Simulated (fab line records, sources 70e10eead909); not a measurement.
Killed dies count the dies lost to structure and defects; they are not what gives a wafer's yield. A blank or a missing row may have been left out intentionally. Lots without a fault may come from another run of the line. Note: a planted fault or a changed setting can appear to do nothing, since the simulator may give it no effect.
The tool behind it: which one? + flow nand harc + Sampling: 15 lots, 42 wafers, 5 of 1159 route steps

WHAT THE GAUGES READ, wafer by wafer
NHARC_END_SORT_01.
| lot  | measured     | on        | killed at array | killed at other | killed at periphery | killed dies | killed open | killed short |
|------|--------------|-----------|-----------------|-----------------|---------------------|-------------|-------------|--------------|
| L386 | day 20 17:50 | prober-02 | 13 16 13        | 2 2 0           | 6 8 4               | 21 26 17    | 3 4 2       | 0 3 1        |

WHICH TOOL RAN EACH LOT (tool, then ch and the chambers of the sampled wafers, then the start)
| lot  | NHARC_A_CONTACT_ETCH_132             | NHARC_A_CONTACT_ETCH_133             | NHARC_A_CONTACT_SOFTBAKE_03       | NHARC_A_CONTACT_ETCH_88            |
|------|--------------------------------------|--------------------------------------|-----------------------------------|------------------------------------|
| L388 | har cap etch-03 ch 0,1, day 17 01:35 | har cap etch-03 ch 0,1, day 17 01:45 | litho track-06 ch 0, day 17 05:00 | rie diel-06 ch 0,3, day 17 06:02   |
| L387 | har cap etch-02 ch 0,1, day 17 02:55 | har cap etch-02 ch 0,1, day 17 03:04 | litho track-04 ch 0, day 17 08:00 | rie diel-03 ch 1,2, day 17 08:41   |
| L389 | har cap etch-01 ch 0,1, day 17 04:49 | har cap etch-01 ch 0,1, day 17 04:58 | litho track-04 ch 0, day 17 09:00 | rie diel-06 ch 1,2,3, day 17 10:10 |
| L392 | har cap etch-01 ch 0,1, day 17 16:16 | har cap etch-01 ch 0,1, day 17 16:25 | litho track-01 ch 0, day 17 19:00 | rie diel-07 ch 0,2, day 17 20:19   |
| L390 | har cap etch-01 ch 0, day 17 21:19   | har cap etch-01 ch 0, day 17 21:30   | litho track-06 ch 0, day 18 01:00 | rie diel-03 ch 0,1,2, day 18 02:08 |
| L391 | har cap etch-02 ch 0,1, day 18 01:22 | har cap etch-02 ch 0,1, day 18 01:32 | litho track-06 ch 0, day 18 07:00 | rie diel-07 ch 0,1, day 18 07:59   |
| L386 | har cap etch-02 ch 0,1, day 18 05:35 | har cap etch-02 ch 0,1, day 18 05:45 | litho track-04 ch 0, day 18 12:00 | rie diel-03 ch 1,2,3, day 18 12:49 |
| L393 | har cap etch-01 ch 0,1, day 18 12:05 | har cap etch-01 ch 0,1, day 18 12:13 | litho track-06 ch 0, day 18 16:00 | rie diel-07 ch 0,1, day 18 17:11   |
| L397 | har cap etch-01 ch 0,1, day 19 05:52 | har cap etch-01 ch 0,1, day 19 06:01 | litho track-04 ch 0, day 19 09:00 | rie diel-07 ch 0,1,2, day 19 10:15 |
| L396 | har cap etch-02 ch 0,1, day 19 12:07 | har cap etch-02 ch 0,1, day 19 12:22 | litho track-04 ch 0, day 19 17:00 | rie diel-06 ch 0,1,3, day 19 17:52 |
| L400 | har cap etch-01 ch 0,1, day 19 14:52 | har cap etch-01 ch 0,1, day 19 15:00 | litho track-01 ch 0, day 19 18:00 | rie diel-07 ch 0,1, day 19 19:03   |
| L399 | har cap etch-02 ch 0,1, day 19 16:35 | har cap etch-02 ch 0,1, day 19 16:49 | litho track-01 ch 0, day 19 21:00 | rie diel-07 ch 0,1, day 19 22:24   |
| L403 | har cap etch-03 ch 0,1, day 21 09:47 | har cap etch-03 ch 0,1, day 21 10:04 | litho track-01 ch 0, day 21 13:00 | rie diel-07 ch 2, day 21 13:58     |
| L404 | har cap etch-02 ch 1, day 21 11:00   | har cap etch-02 ch 1, day 21 11:13   | litho track-01 ch 0, day 21 14:00 | rie diel-06 ch 1,3, day 21 15:20   |
| L408 | har cap etch-01 ch 1, day 22 06:20   | har cap etch-01 ch 1, day 22 06:32   | litho track-01 ch 0, day 22 10:00 | rie diel-07 ch 0,3, day 22 10:48   |
- NHARC_A_CONTACT_ETCH_132: etches the open film in C4F8/O2/Ar, time 156 s, target depth 958 nm.
- NHARC_A_CONTACT_ETCH_133: etches the open film in C4F8/O2/Ar, time 195 s, target depth 840 nm.
- NHARC_A_CONTACT_SOFTBAKE_03: time 55 s.
- NHARC_A_CONTACT_ETCH_88: etches the open film in CF4, target depth 39 nm, time 65 s.

AS READ BY THE TOOLS THEMSELVES (means over the sampled wafers that have a number; for cases with no such wafer, the mark the record gives instead)
NHARC_A_CONTACT_SOFTBAKE_03.
| lot  | tool           | heater power total W (W) |
|------|----------------|--------------------------|
| L388 | litho track-06 | 188.52                   |
| L387 | litho track-04 | 188.41                   |
| L389 | litho track-04 | 188.52                   |
| L392 | litho track-01 | 188.35                   |
| L390 | litho track-06 | 188.34                   |
| L391 | litho track-06 | 188.49                   |
| L386 | litho track-04 | 188.36                   |
| L393 | litho track-06 | 188.46                   |
| L397 | litho track-04 | 188.30                   |
| L396 | litho track-04 | 188.47                   |
| L400 | litho track-01 | 188.36                   |
| L399 | litho track-01 | 188.45                   |
| L403 | litho track-01 | 205.70                   |
| L404 | litho track-01 | 205.45                   |
| L408 | litho track-01 | 205.40                   |

NHARC_A_CONTACT_ETCH_88.
| lot  | tool        | drypump motor current A (A) | oes product au (a.u.) | rf vpp V (V) | showerhead plenum p Torr (Torr) | throttle valve pct (%) |
|------|-------------|-----------------------------|-----------------------|--------------|---------------------------------|------------------------|
| L388 | rie diel-06 | 5.8                         | 1.000                 | 150.3        | 1.67                            | 13.290                 |
| L387 | rie diel-03 | 5.2                         | 1.007                 | 152.3        | 1.81                            | 13.280                 |
| L389 | rie diel-06 | 5.6                         | 0.998                 | 151.4        | 1.76                            | 13.275                 |
| L392 | rie diel-07 | 5.3                         | 1.003                 | 152.2        | 1.80                            | 13.282                 |
| L390 | rie diel-03 | 5.5                         | 1.003                 | 151.6        | 1.78                            | 13.285                 |
| L391 | rie diel-07 | 5.4                         | 1.007                 | 152.5        | 1.84                            | 13.282                 |
| L386 | rie diel-03 | 5.5                         | 1.001                 | 152.3        | 1.84                            | 13.282                 |
| L393 | rie diel-07 | 5.4                         | 1.004                 | 152.8        | 1.84                            | 13.282                 |
| L397 | rie diel-07 | 5.3                         | 1.004                 | 151.9        | 1.82                            | 13.280                 |
| L396 | rie diel-06 | 5.6                         | 0.989                 | 150.3        | 1.68                            | 13.286                 |
| L400 | rie diel-07 | 5.3                         | 1.008                 | 151.9        | 1.84                            | 13.279                 |
| L399 | rie diel-07 | 5.4                         | 1.014                 | 151.6        | 1.84                            | 13.283                 |
| L403 | rie diel-07 | 5.5                         | 0.993                 | 151.6        | 1.80                            | 13.285                 |
| L404 | rie diel-06 | 5.5                         | 0.992                 | 150.7        | 1.68                            | 13.272                 |
| L408 | rie diel-07 | 5.3                         | 1.000                 | 152.8        | 1.83                            | 13.294                 |

THE ANSWER, worked out from the rows above alone
Rule: what is usual is taken from the lots themselves. The widest of any qualifying gaps counts: lots, ordered by their means at a reading, are off when they make up no more than a third of the lots, leave a main group of 4 or more, and stand apart from it by 3 or more times the standard deviation of that group's means. If all means in a main group match to the digits the tables above print for the reading, that group is not used. Also off: a lot with no number at a reading for which 4 or more lots have one. All remaining lots with rows at the step are treated as sound. After the gauges, taken in route order, come the tools' own readings; for these a lot's mean is taken, as printed above. At the first step where some lot is off, the reading lying furthest off is the one used; lots without a number count as furthest.
Off at NHARC_A_CONTACT_SOFTBAKE_03 (heater power total W): L403, L404, L408. The main group: mean 188.42 W, standard deviation 0.072.
A tool fits if, at that step or a process step before it, it ran every lot that is off, and no sound lot after the first of them. One candidate fits, namely litho track-01 at NHARC_A_CONTACT_SOFTBAKE_03. A fault onset in the window from L399 (day 19 21:00, its last sound lot) to L403 (day 21 13:00, its first lot off) fits.
The tool's own readings at NHARC_A_CONTACT_SOFTBAKE_03 bear it out: on the lots that are off they differ by more than 5 times the standard deviation of the sound lots' means. heater power total W reads 205.52 W there against 188.42 W on the sound lots.

WHAT THE SIMULATOR HAD INSERTED
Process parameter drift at NHARC_A_CONTACT_SOFTBAKE_03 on litho track-01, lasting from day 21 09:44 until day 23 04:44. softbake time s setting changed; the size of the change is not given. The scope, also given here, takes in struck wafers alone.
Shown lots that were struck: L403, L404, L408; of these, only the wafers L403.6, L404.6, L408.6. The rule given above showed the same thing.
